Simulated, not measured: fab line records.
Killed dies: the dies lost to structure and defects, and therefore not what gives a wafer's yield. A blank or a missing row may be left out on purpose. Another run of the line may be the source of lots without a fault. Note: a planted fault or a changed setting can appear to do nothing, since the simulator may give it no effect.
Chamber matching	flow n5-finfet	3 sister chambers for N5_BEOL_M0_PRE_CLEAN_131 on cvd-co-01
The step time 15 s. 6 wafers are shown with their chamber, then 6 later ones without.

== WAFERS PAIRED WITH THEIR CHAMBERS ==
wafer	chamber	heater-power-w (W)
L581.6	1	107
L584.2	2	88
L584.5	1	106
L584.6	0	66
L594.1	0	70
L594.2	2	88

== WAFERS WITHOUT THEIR CHAMBER ==
wafer	heater-power-w (W)
L594.6	65
L595.1	87
L595.3	109
L599.2	68
L599.4	107
L599.5	65

== EACH ONE'S CHAMBER ==
wafer	from the rows above	in truth
L594.6	0	0
L595.1	2	2
L595.3	1	1
L599.2	0	0
L599.4	1	1
L599.5	0	0
6 of 6 placed correctly. Number that these rows cannot place: 0. Number placed wrongly: 0.
How it was worked out, from the rows above alone: a wafer's distance from a chamber is the root of the sum, over the readings, of the square of ((its reading less the chamber's mean) divided by the reading's scatter). If the next closest chamber is less than 2 further off than the closest, the wafer can't be placed; otherwise it belongs to the closest. A chamber's mean is the mean of its shown wafers. How the scatter is found: for the shown wafers, subtract from each reading the mean of its chamber, square and add these, divide the total by (wafers less chambers), then take the root.
